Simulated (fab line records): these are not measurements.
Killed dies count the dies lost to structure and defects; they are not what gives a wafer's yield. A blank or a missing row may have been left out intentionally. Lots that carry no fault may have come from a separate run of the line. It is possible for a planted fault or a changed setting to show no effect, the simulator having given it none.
Matching of chambers || flow n5-finfet || N5_SD_EPI_N_DESCUM_14 on rie-diel-05: 4 sister chambers
The step chemistry O2, time 7.9 s. 18 wafers are shown with their chamber, then 9 later ones without.

## EACH WAFER AND ITS CHAMBER
{"wafer": "L080.2", "chamber": 3, "showerhead-plenum-p-Torr (Torr)": 2.14, "throttle-valve-pct (%)": 20.56, "oes-product-au (a.u.)": 0.89}
{"wafer": "L080.4", "chamber": 1, "showerhead-plenum-p-Torr (Torr)": 2.24, "throttle-valve-pct (%)": 20.18, "oes-product-au (a.u.)": 0.80}
{"wafer": "L080.5", "chamber": 2, "showerhead-plenum-p-Torr (Torr)": 2.16, "throttle-valve-pct (%)": 20.40, "oes-product-au (a.u.)": 0.70}
{"wafer": "L081.2", "chamber": 2, "showerhead-plenum-p-Torr (Torr)": 2.16, "throttle-valve-pct (%)": 20.42, "oes-product-au (a.u.)": 0.69}
{"wafer": "L081.3", "chamber": 0, "showerhead-plenum-p-Torr (Torr)": 2.04, "throttle-valve-pct (%)": 20.41, "oes-product-au (a.u.)": 0.95}
{"wafer": "L081.5", "chamber": 0, "showerhead-plenum-p-Torr (Torr)": 2.04, "throttle-valve-pct (%)": 20.40, "oes-product-au (a.u.)": 0.96}
{"wafer": "L083.1", "chamber": 1, "showerhead-plenum-p-Torr (Torr)": 2.24, "throttle-valve-pct (%)": 20.19, "oes-product-au (a.u.)": 0.79}
{"wafer": "L083.3", "chamber": 0, "showerhead-plenum-p-Torr (Torr)": 2.04, "throttle-valve-pct (%)": 20.42, "oes-product-au (a.u.)": 0.93}
{"wafer": "L083.4", "chamber": 3, "showerhead-plenum-p-Torr (Torr)": 2.14, "throttle-valve-pct (%)": 20.57, "oes-product-au (a.u.)": 0.88}
{"wafer": "L088.3", "chamber": 2, "showerhead-plenum-p-Torr (Torr)": 2.16, "throttle-valve-pct (%)": 20.41, "oes-product-au (a.u.)": 0.69}
{"wafer": "L088.4", "chamber": 3, "showerhead-plenum-p-Torr (Torr)": 2.14, "throttle-valve-pct (%)": 20.57, "oes-product-au (a.u.)": 0.87}
{"wafer": "L088.5", "chamber": 1, "showerhead-plenum-p-Torr (Torr)": 2.23, "throttle-valve-pct (%)": 20.20, "oes-product-au (a.u.)": 0.78}
{"wafer": "L091.1", "chamber": 0, "showerhead-plenum-p-Torr (Torr)": 2.03, "throttle-valve-pct (%)": 20.42, "oes-product-au (a.u.)": 0.91}
{"wafer": "L091.5", "chamber": 3, "showerhead-plenum-p-Torr (Torr)": 2.13, "throttle-valve-pct (%)": 20.58, "oes-product-au (a.u.)": 0.86}
{"wafer": "L091.6", "chamber": 0, "showerhead-plenum-p-Torr (Torr)": 2.03, "throttle-valve-pct (%)": 20.46, "oes-product-au (a.u.)": 0.90}
{"wafer": "L092.1", "chamber": 1, "showerhead-plenum-p-Torr (Torr)": 2.23, "throttle-valve-pct (%)": 20.21, "oes-product-au (a.u.)": 0.77}
{"wafer": "L092.3", "chamber": 3, "showerhead-plenum-p-Torr (Torr)": 2.13, "throttle-valve-pct (%)": 20.58, "oes-product-au (a.u.)": 0.86}
{"wafer": "L092.4", "chamber": 0, "showerhead-plenum-p-Torr (Torr)": 2.03, "throttle-valve-pct (%)": 20.43, "oes-product-au (a.u.)": 0.90}

SIGNATURES, as means of the wafers listed above
{"reading": "showerhead-plenum-p-Torr", "chamber 0": 2.0350, "chamber 1": 2.2350, "chamber 2": 2.1600, "chamber 3": 2.1360, "scatter within a chamber": 0.00514}
{"reading": "throttle-valve-pct", "chamber 0": 20.4233, "chamber 1": 20.1950, "chamber 2": 20.4100, "chamber 3": 20.5720, "scatter within a chamber": 0.0149}
{"reading": "oes-product-au", "chamber 0": 0.9250, "chamber 1": 0.7850, "chamber 2": 0.6933, "chamber 3": 0.8720, "scatter within a chamber": 0.0181}
Rule: distance of a wafer from a chamber = root of the sum over the readings of ((wafer's reading minus chamber's mean) / reading's scatter) squared. The wafer belongs to the nearest chamber; if the next one is less than 2 further off, it can't be placed. The scatter: the root of (the sum of the squares of (reading less its chamber's mean) over the shown wafers, divided by (wafers less chambers)).

## WAFERS WITH NO CHAMBER GIVEN
{"wafer": "L093.2", "showerhead-plenum-p-Torr (Torr)": 2.15, "throttle-valve-pct (%)": 20.44, "oes-product-au (a.u.)": 0.68}
{"wafer": "L093.4", "showerhead-plenum-p-Torr (Torr)": 2.13, "throttle-valve-pct (%)": 20.59, "oes-product-au (a.u.)": 0.85}
{"wafer": "L093.6", "showerhead-plenum-p-Torr (Torr)": 2.15, "throttle-valve-pct (%)": 20.46, "oes-product-au (a.u.)": 0.68}
{"wafer": "L094.2", "showerhead-plenum-p-Torr (Torr)": 2.13, "throttle-valve-pct (%)": 20.58, "oes-product-au (a.u.)": 0.85}
{"wafer": "L094.3", "showerhead-plenum-p-Torr (Torr)": 2.03, "throttle-valve-pct (%)": 20.42, "oes-product-au (a.u.)": 0.88}
{"wafer": "L094.5", "showerhead-plenum-p-Torr (Torr)": 2.23, "throttle-valve-pct (%)": 20.22, "oes-product-au (a.u.)": 0.77}
{"wafer": "L097.2", "showerhead-plenum-p-Torr (Torr)": 2.13, "throttle-valve-pct (%)": 20.61, "oes-product-au (a.u.)": 0.84}
{"wafer": "L097.5", "showerhead-plenum-p-Torr (Torr)": 2.02, "throttle-valve-pct (%)": 20.46, "oes-product-au (a.u.)": 0.87}
{"wafer": "L097.6", "showerhead-plenum-p-Torr (Torr)": 2.23, "throttle-valve-pct (%)": 20.24, "oes-product-au (a.u.)": 0.76}

## EACH ONE'S CHAMBER
{"wafer": "L093.2", "from the rows above": 2, "in truth": 2}
{"wafer": "L093.4", "from the rows above": 3, "in truth": 3}
{"wafer": "L093.6", "from the rows above": 2, "in truth": 2}
{"wafer": "L094.2", "from the rows above": 3, "in truth": 3}
{"wafer": "L094.3", "from the rows above": 0, "in truth": 0}
{"wafer": "L094.5", "from the rows above": 1, "in truth": 1}
{"wafer": "L097.2", "from the rows above": 3, "in truth": 3}
{"wafer": "L097.5", "from the rows above": 0, "in truth": 0}
{"wafer": "L097.6", "from the rows above": 1, "in truth": 1}
Correct placement for 9 of the 9. Left unplaced by these rows: 0. Wrongly placed: 0.
